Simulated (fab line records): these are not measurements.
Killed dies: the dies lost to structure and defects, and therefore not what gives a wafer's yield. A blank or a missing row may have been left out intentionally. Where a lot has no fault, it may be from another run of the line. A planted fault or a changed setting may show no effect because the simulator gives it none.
Lot-split experiment    flow n5Finfet    21 wafers read from 7 lots, route of 1938 steps

## SPLIT DETAILS
At N5_BEOL_M1_ETCH_64 (etches SOC in N2/H2, target depth 75 nm, overetch 15 nm, time 112.5 s), the setting biasW was moved away from the recipe's 150 W on 12 of the 21 wafers read, by -14.4% to +16.2%. All remaining wafers had this setting at the recipe value.

The split's own step is where the reading is taken.

## THE READING
rfVppV, in V, at N5_BEOL_M1_ETCH_64 (etches SOC in N2/H2, target depth 75 nm, overetch 15 nm, time 112.5 s). Typical for fault-free wafers on this fab line: 525.5 V, with standard deviation 2.2 V.

wafer   tool, chamber at the split  biasW as run, W  against the recipe  rfVppV, V  against lot-mates on the recipe
L074.3  rieDiel-01, 3               134              -10.7%              489.7      -30.8
L074.5  rieDiel-01, 2               150              recipe              520.5      -
L074.6  rieDiel-01, 3               134              -10.7%              488.6      -31.9
L076.2  rieDiel-01, 2               150              recipe              520.0      -
L076.3  rieDiel-01, 1               150              recipe              526.0      -
L076.4  rieDiel-01, 0               150              recipe              525.6      -
L079.1  rieDiel-02, 2               128.4            -14.4%              473.8      no lot-mate on the recipe
L079.4  rieDiel-02, 3               128.4            -14.4%              479.4      no lot-mate on the recipe
L079.6  rieDiel-02, 1               128.4            -14.4%              476.6      no lot-mate on the recipe
L083.1  rieDiel-02, 0               150              recipe              527.4      -
L083.5  rieDiel-02, 3               160.9            +7.3%               552.1      +25.3
L083.6  rieDiel-02, 0               150              recipe              526.3      -
L088.1  rieDiel-02, 0               150              recipe              526.6      -
L088.3  rieDiel-02, 2               174.3            +16.2%              575.3      +48.7
L088.5  rieDiel-02, 0               174.3            +16.2%              578.3      +51.7
L092.2  rieDiel-01, 3               132              -12.0%              483.0      -41.7
L092.5  rieDiel-01, 2               132              -12.0%              488.1      -36.6
L092.6  rieDiel-01, 3               150              recipe              524.7      -
L095.1  rieDiel-02, 3               170.1            +13.4%              571.6      +49.5
L095.4  rieDiel-02, 1               170.1            +13.4%              568.9      +46.8
L095.5  rieDiel-02, 2               150              recipe              522.1      -

THE FIT
A straight line over all 21 wafers: rfVppV changes by +3.32 V for each +1% of biasW; r = +1.00; the points scatter about the line by 2.5 V.
The same after taking each lot's own level away (the mean of its wafers on the recipe; 18 wafers): +3.23 V for each +1%; r = +1.00; scatter 2.7 V.
Per that fit: largest biasW move, reading shift of 52 V.
From 520.50 to 526.85 V: that is the span of the lots' own levels, equal to 2.9 times the standard deviation above.
Hence the lot-to-lot level has little effect on the slope; both slopes agree.
Check: +54.2 V against its lot-mates is what the line predicts for one of the wafers moved furthest among these (+16.2%) when that wafer is left out of the fit. It came out at +48.7 V against them.
Tool readings at the split's step, against how far the setting was moved: rfVppV r = +1.00.

## FURTHER SPLITS ON THESE WAFERS
Note: prior to the reading, these wafers also went through further splits. Each is held against what the fit with the lots' levels taken away leaves over:
other split on the same wafers   wafers away from the commonest value  r with rfVppV (lot level and that fit taken away)
N5_BEOL_M0_SAQP_COAT_34 spinRpm  8                                     -0.24
N5_BEOL_M0_ETCH_109 biasW        6                                     -0.05

## THE WHOLE CHAIN: every reading that the file lists as answering this split, in the file's order
step                what it does                                                           reading                                                                          change (the file's fit)                 r (the file's)
N5_BEOL_M1_ETCH_64  etches SOC in N2/H2, target depth 75 nm, overetch 15 nm, time 112.5 s  rfVppV                                                                           +3.25 V for each +1% of the setting     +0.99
N5_BEOL_M1_ETCH_64  etches SOC in N2/H2, target depth 75 nm, overetch 15 nm, time 112.5 s  SiARC_of_BEOL_M1_COAT_62.thkNm (the simulator's own value, which no gauge read)  -0.0673 nm for each +1% of the setting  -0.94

## THE FILE'S OWN FIT
rfVppV changes by +3.25 V for each +1% of biasW, r = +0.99.
